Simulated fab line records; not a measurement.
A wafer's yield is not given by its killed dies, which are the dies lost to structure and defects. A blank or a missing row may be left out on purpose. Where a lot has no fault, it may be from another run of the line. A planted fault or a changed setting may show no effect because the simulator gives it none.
Problem report, 8D (eight disciplines) form, completed by code / flow nand harc / the parts of the form that need people (team, actions taken, sign-off) are left out

## 1. WHAT IS WRONG
Mean of killed at periphery at NHARC_END_SORT_01: 75.5 across 2 wafers in 2 lots; on wafers with no fault it is 3.3 (standard deviation 2). That is +36 standard deviations from the usual mean.
First seen on wafer L536.6, day 22 11:05, on prober-01. At this step, 12 wafers from 4 lots have a number in the record. Rule for "out", or "out of limits": more than 4 standard deviations from the usual mean. The rest of the wafers with a number are treated as sound.

## 2. WHAT IT IS AND WHAT IT IS NOT
question=which readings at this step | is=killed at periphery, defect limited yield, killed dies, sort_bin_2_pct, sort_bin_3_pct, sort n pass, sort rim yield pct, sort yield pct | is not=killed at array, killed at other, killed open
question=which lots | is=L535, L536 | is not=L538, L543
question=which wafers of those lots | is=L535.4, L536.6 | is not=L535.1, L535.3, L536.3, L536.5
question=read on which gauges | is=prober-01 | is not=prober-02
question=when | is=from day 22 11:05 | is not=up to then (2 sound wafers); but 8 sound wafers of L535, L538, L543 came after

## 3. WHAT RULES OUT EACH SUSPECT
Counting: a tool at a process step up to the reading stays a suspect if it ran every lot that is out. Sound lots after the first of them don't rule it out here, since some wafers of a struck lot are sound.
- the gauge at NHARC_END_SORT_01: kept. All the wafers that are out were read on prober-01, and no step on other tools shows them out.
- rie diel-12 at NHARC_P_M1_ETCH_15 (etches the open film in C4F8/Ar, target depth 182.5 nm, time 91.2 s): kept. It ran every lot that is out, first L535 (day 9 02:00).
- Within rie diel-12 at NHARC_P_M1_ETCH_15: the wafers that are out ran in chamber 3; their sound lot-mates ran in chambers 0, 1, 2.
The count leaves prober-01 at NHARC_END_SORT_01 and rie diel-12 at NHARC_P_M1_ETCH_15.

## 4. THE CAUSE (what the simulator had put in)
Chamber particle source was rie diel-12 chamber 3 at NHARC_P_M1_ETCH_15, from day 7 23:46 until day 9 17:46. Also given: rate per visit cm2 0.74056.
Counting leaves 2 suspects; this tool is one of them.

## 5. SEQUENCE OF EFFECTS, ordered by route
Rows list readings where the struck wafers' mean (over those with a number) sits beyond 3 standard deviations from the usual. Scope: only readings with a usual standard deviation given in the record; hours: median across lots of the time from each lot's start at the first step in this table that gives one to its start at this step; sigmas: change in usual standard deviations.
hours=0; step=NHARC_END_SORT_01; reading=defect limited yield; usual=95.2 %; on struck wafers=85.5; change=-9.8; sigmas=-6.1
hours=0; step=NHARC_END_SORT_01; reading=killed at periphery; usual=3.3; on struck wafers=75.5; change=+72.2; sigmas=+36
hours=0; step=NHARC_END_SORT_01; reading=killed dies; usual=32; on struck wafers=98; change=+66; sigmas=+6.0
hours=0; step=NHARC_END_SORT_01; reading=sort_bin_2_pct; usual=1.5 %; on struck wafers=6.2; change=+4.7; sigmas=+6.6
hours=0; step=NHARC_END_SORT_01; reading=sort_bin_3_pct; usual=0.30 %; on struck wafers=2.58; change=+2.29; sigmas=+10
hours=0; step=NHARC_END_SORT_01; reading=sort n pass; usual=645; on struck wafers=578; change=-66; sigmas=-6.0
hours=0; step=NHARC_END_SORT_01; reading=sort rim yield pct; usual=97.3 %; on struck wafers=83.5; change=-13.8; sigmas=-7.7
hours=0; step=NHARC_END_SORT_01; reading=sort yield pct; usual=95.2 %; on struck wafers=85.5; change=-9.8; sigmas=-6.1

## 6. HOW IT WOULD HAVE BEEN CAUGHT EARLIER
Counted from the fault's start at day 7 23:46, it took 347 hours until the first out-of-limits reading at a measuring or inspecting step in this record, taken at day 22 11:05.
An alarm limit of 4 standard deviations would not have fired on the tool readings at NHARC_P_M1_ETCH_15 for which the record gives a usual standard deviation, since none of them was out on any struck wafer.
By day 22 11:05 the whole set of lots that are out, 2 in number, had already begun NHARC_P_M1_ETCH_15 on rie diel-12. None of them would have been spared by holding the tool at that moment.
